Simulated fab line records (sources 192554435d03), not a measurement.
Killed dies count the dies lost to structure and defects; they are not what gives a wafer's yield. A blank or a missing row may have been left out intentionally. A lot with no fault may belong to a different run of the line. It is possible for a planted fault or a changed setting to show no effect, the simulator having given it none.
Split-lot trial | flow n5_finfet | 39 wafers read from 7 lots, route of 1938 steps

## SPLIT DETAILS
At N5_BEOL_M12_ILD_DEP_00 (deposits SiOC from DEMS/O2, target thk 658.92 nm, time 130.7 s), the setting target_thk_a was moved away from the recipe's 6589.2 angstrom on 12 of the 39 wafers read, by -38.8% to +40.5%. All remaining wafers had this setting at the recipe value.

## FROM THE SPLIT TO THE READING: what the file shows between them, 6 steps
- N5_BEOL_M12_THK_MEAS_01
- N5_BEOL_M12_COAT_58: time 60 s, resist thk 89 nm
- N5_BEOL_M12_COAT_04: resist thk 400 nm
- N5_BEOL_M12_DESCUM_15: chemistry O2, time 7.9 s
- N5_BEOL_M12_ETCH_59: etches BARC in N2/H2, target depth 89 nm, overetch 26.7 nm, time 67.9 s
- N5_BEOL_M12_VIA_ETCH_16: etches SiOC in C4F8/O2/Ar, target depth 724.8 nm

## THE READING
oes_product_au, in a.u., at N5_BEOL_M12_STRIP_63 (strips in N2/H2). Fault-free wafers of this fab line usually give 0.693 a.u., standard deviation 0.0045 a.u.

wafer  | tool, chamber at the split | target_thk_a as run, angstrom | against the recipe | oes_product_au, a.u. | against lot-mates on the recipe
L075.1 | pecvd-03, 2                | 6589.2                        | recipe             | 0.688                | -
L075.2 | pecvd-03, 0                | 6589.2                        | recipe             | 0.689                | -
L075.3 | pecvd-03, 0                | 4332                          | -34.3%             | 0.756                | +0.067
L075.4 | pecvd-03, 2                | 4332                          | -34.3%             | 0.751                | +0.062
L075.5 | pecvd-03, 2                | 4332                          | -34.3%             | 0.742                | +0.053
L075.6 | pecvd-03, 0                | 6589.2                        | recipe             | 0.690                | -
L079.1 | pecvd-03, 1                | 6589.2                        | recipe             | 0.686                | -
L079.2 | pecvd-03, 2                | 6589.2                        | recipe             | 0.697                | -
L079.3 | pecvd-03, 0                | 6589.2                        | recipe             | 0.706                | -
L079.4 | pecvd-03, 0                | 4032                          | -38.8%             | 0.771                | +0.075
L079.5 | pecvd-03, 1                | 4032                          | -38.8%             | 0.771                | +0.075
L079.6 | pecvd-03, 2                | 4032                          | -38.8%             | 0.768                | +0.072
L083.1 | pecvd-02, 2                | 6589.2                        | recipe             | 0.691                | -
L083.2 | pecvd-02, 0                | 7751                          | +17.6%             | 0.679                | -0.014
L083.3 | pecvd-02, 1                | 7751                          | +17.6%             | 0.684                | -0.009
L083.4 | pecvd-02, 0                | 6589.2                        | recipe             | 0.697                | -
L083.5 | pecvd-02, 2                | 6589.2                        | recipe             | 0.692                | -
L083.6 | pecvd-02, 1                | 7751                          | +17.6%             | 0.678                | -0.015
L090.1 | pecvd-01, 0                | 6589.2                        | recipe             | 0.696                | -
L090.2 | pecvd-01, 2                | 6589.2                        | recipe             | 0.693                | -
L090.3 | pecvd-01, 1                | 6589.2                        | recipe             | 0.687                | -
L090.4 | pecvd-01, 1                | 6589.2                        | recipe             | 0.694                | -
L090.5 | pecvd-01, 2                | 6589.2                        | recipe             | 0.691                | -
L090.6 | pecvd-01, 0                | 6589.2                        | recipe             | 0.688                | -
L088.1 | pecvd-01, 1,2              | 6589.2                        | recipe             | 0.694                | -
L088.2 | pecvd-01, 2                | 6589.2                        | recipe             | 0.698                | -
L088.3 | pecvd-01, 0                | 6589.2                        | recipe             | 0.695                | -
L088.4 | pecvd-01, 1,2              | 6589.2                        | recipe             | 0.695                | -
L088.5 | pecvd-01, 1                | 6589.2                        | recipe             | 0.692                | -
L088.6 | pecvd-01, 0                | 6589.2                        | recipe             | 0.700                | -
L092.1 | pecvd-01, 2                | 6589.2                        | recipe             | 0.697                | -
L092.5 | pecvd-01, 1                | 6589.2                        | recipe             | 0.690                | -
L092.6 | pecvd-01, 0                | 6589.2                        | recipe             | 0.687                | -
L091.1 | pecvd-02, 1                | 6589.2                        | recipe             | 0.686                | -
L091.2 | pecvd-02, 2                | 9259                          | +40.5%             | 0.654                | -0.036
L091.3 | pecvd-02, 0                | 6589.2                        | recipe             | 0.693                | -
L091.4 | pecvd-02, 1                | 9259                          | +40.5%             | 0.663                | -0.027
L091.5 | pecvd-02, 0                | 9259                          | +40.5%             | 0.666                | -0.024
L091.6 | pecvd-02, 2                | 6589.2                        | recipe             | 0.692                | -
If several chambers appear in one row, that row covers several wafers at once and the file leaves open which wafer was in which chamber.

THE FIT
A straight line over all 39 wafers: oes_product_au changes by -0.00138 a.u. for each +1% of target_thk_a; r = -0.93; the points scatter about the line by 0.01 a.u.
The same after taking each lot's own level away (the mean of its wafers on the recipe; 39 wafers): -0.00135 a.u. for each +1%; r = -0.93; scatter 0.01 a.u.
That fit puts the effect of the largest move of target_thk_a on the reading at 0.055 a.u.
Across the lots, their own levels run from 0.6890 to 0.6963 a.u., a range of 1.6 times the standard deviation given above.
The two slopes agree, so the slope changes little with the lot-to-lot level.
Check: -0.0517 a.u. against its lot-mates is what the line predicts for one of the wafers moved furthest among these (+40.5%) when that wafer is left out of the fit. It came out at -0.0363 a.u. against them.

## THE WHOLE CHAIN: every reading that the file lists as answering this split, in the file's order
step                    | what it does                                                   | reading                                                                             | change (the file's fit)                   | r (the file's)
N5_BEOL_M12_ILD_DEP_00  | deposits SiOC from DEMS/O2, target thk 658.92 nm, time 130.7 s | SiOC_of_BEOL_M12_ILD_DEP_00.thk_nm (the simulator's own value, which no gauge read) | +6.48 nm for each +1% of the setting      | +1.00
N5_BEOL_M12_THK_MEAS_01 |                                                                | M12_ILD_THK                                                                         | +6.48 for each +1% of the setting         | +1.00
N5_BEOL_M12_VIA_ETCH_16 | etches SiOC in C4F8/O2/Ar, target depth 724.8 nm               | etch.depth_nm (the simulator's own value, which no gauge read)                      | +6.48 nm for each +1% of the setting      | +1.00
N5_BEOL_M12_VIA_ETCH_16 | etches SiOC in C4F8/O2/Ar, target depth 724.8 nm               | coat_of_BEOL_M12_COAT_04.thk_nm (the simulator's own value, which no gauge read)    | -1.9 nm for each +1% of the setting       | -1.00
N5_BEOL_M12_STRIP_63    | strips in N2/H2                                                | oes_product_au                                                                      | -0.00137 a.u. for each +1% of the setting | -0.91
N5_BEOL_M12_STRIP_63    | strips in N2/H2                                                | strip_time_to_endpoint_s                                                            | withheld for each +1% of the setting      | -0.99

## FILE'S OWN FIT
oes_product_au changes by -0.00137 a.u. for each +1% of target_thk_a, r = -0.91.
